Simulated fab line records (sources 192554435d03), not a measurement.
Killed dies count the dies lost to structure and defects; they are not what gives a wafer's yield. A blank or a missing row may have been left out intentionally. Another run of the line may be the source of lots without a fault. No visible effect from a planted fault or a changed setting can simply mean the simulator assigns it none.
A single fault, viewed from 3 desks :: flow n5-finfet :: numbers are kept per desk, each desk with only its own; the story behind them comes last

METROLOGY DESK
What the gauges read, lot by lot, whatever tool the lot ran on: means of the sampled wafers that have a number. Marked OUT: a lot whose mean sits more than 4 standard deviations from the usual mean, which makes it out of limits; the brackets give that distance. Shown are 7 of the 14 readings it has, namely the first that went out of limits plus those furthest out on some lot.
Columns: A = DIBL_P at N5_BEOL_M4_RC_MEAS_101, usual 35.8 mV/V; B = IOFF_P at N5_BEOL_M4_RC_MEAS_101, usual 0.21 nA/um; C = ION_N at N5_BEOL_M4_RC_MEAS_101, usual 672 uA/um; D = ION_P at N5_BEOL_M4_RC_MEAS_101, usual 462 uA/um; E = VT_N at N5_BEOL_M4_RC_MEAS_101, usual 250 mV; F = VT_P at N5_BEOL_M4_RC_MEAS_101, usual -250 mV; G = trench-depth-nm at N5_BEOL_M6_OCD_MEAS_38, usual 94.6 nm
lot: L241
first seen here: day 8 16:59
A: 33.4
B: 0.14
C: 647
D: 444
E: 257
F: -258
G: 94.5

lot: L242
first seen here: day 9 05:14
A: 35.4
B: 0.19
C: 666
D: 458
E: 252
F: -251
G: 93.3

lot: L246
first seen here: day 9 11:01
A: 35.4
B: 0.20
C: 673
D: 459
E: 249
F: -251
G: 93.0

lot: L247
first seen here: day 9 13:34
A: 39.4
B: 0.23
C: 688
D: 459
E: 246
F: -252
G: 92.5

lot: L251
first seen here: day 11 13:04
A: 35.5
B: 0.24
C: 675
D: 468
E: 249
F: -247
G: 94.7

lot: L258
first seen here: day 12 12:13
A: 31.2
B: 0.16
C: 662
D: 457
E: 253
F: -254
G: 53.5 (-21) OUT

lot: L259
first seen here: day 13 07:49
A: 36.5
B: 0.24
C: 682
D: 471
E: 246
F: -247
G: 95.7

lot: L262
first seen here: day 14 01:53
A: 35.0
B: 0.22
C: 682
D: 474
E: 251
F: -248
G: 93.9
This desk finds L258 out of limits, L258 being first, at day 13 04:06 (trench-depth-nm at N5_BEOL_M6_OCD_MEAS_38). L241, L242, L246, L247, L251, L259, L262: within limits.

THE TOOL OWNER'S DESK: rie-diel-05
The tool's own readings at N5_BEOL_M6_ETCH_62 (etches SOC in N2/H2, target depth 110 nm, overetch 22 nm, time 165 s): means of the sampled wafers that have a number, for each lot that ran on this tool. Marked OUT: a lot whose mean sits more than 4 standard deviations from the usual mean, which makes it out of limits; the brackets give that distance.
Columns: A = drypump-motor-current-A at N5_BEOL_M6_ETCH_62, usual 5.6 A; B = oes-product-au at N5_BEOL_M6_ETCH_62, usual 0.65 a.u.; C = rf-vpp-V at N5_BEOL_M6_ETCH_62, usual 523.3 V; D = showerhead-plenum-p-Torr at N5_BEOL_M6_ETCH_62, usual 2.52 Torr; E = throttle-valve-pct at N5_BEOL_M6_ETCH_62, usual 17.95 %
lot: L242
first seen here: day 9 19:43
A: 6.0
B: 0.63
C: 522.3
D: 2.49
E: 17.85

lot: L251
first seen here: day 12 07:54
A: 5.8
B: 0.61
C: 522.3
D: 2.47
E: 18.05

lot: L258
first seen here: day 13 02:52
A: 6.2
B: 0.67
C: 524.2
D: 2.52
E: 18.07
This desk found nothing out of limits on any of the 3 lots.

THE DEFECT DESK
Per lot, the means of the sampled wafers with a number show what the inspections along the route counted. Marked OUT: a lot whose mean sits more than 4 standard deviations from the usual mean, which makes it out of limits; the brackets give that distance.
Columns: A = raw-defect-count at N5_BEOL_M5_INSPECT_58, usual 75
lot: L241
first seen here: day 9 05:52
A: 83

lot: L242
first seen here: day 9 18:08
A: 75

lot: L246
first seen here: day 9 21:31
A: 59

lot: L247
first seen here: day 10 06:34
A: 104

lot: L251
first seen here: day 12 03:37
A: 66

lot: L258
first seen here: day 13 00:30
A: 79

lot: L259
first seen here: day 13 19:19
A: 76

lot: L262
first seen here: day 14 14:48
A: 67
This desk found nothing out of limits on any of the 8 lots.

PUT TOGETHER
At day 13 04:06 the metrology desk could have sounded an alarm, on L258.
The desk of the tool owner found nothing out of limits.
Nothing the defect desk looked at was out of limits.
Tool owner's desk: L258 on record, inside its limits.
The defect desk has L258 on record, within its limits.
On rie-diel-05, each named lot ran N5_BEOL_M6_ETCH_62.

WHAT THE SIMULATOR HAD PUT IN
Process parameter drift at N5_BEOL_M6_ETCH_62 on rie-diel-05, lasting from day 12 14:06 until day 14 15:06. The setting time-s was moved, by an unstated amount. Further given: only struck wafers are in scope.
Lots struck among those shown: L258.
Hours from the fault's start to each desk's first reading out of limits: the metrology desk, 14.
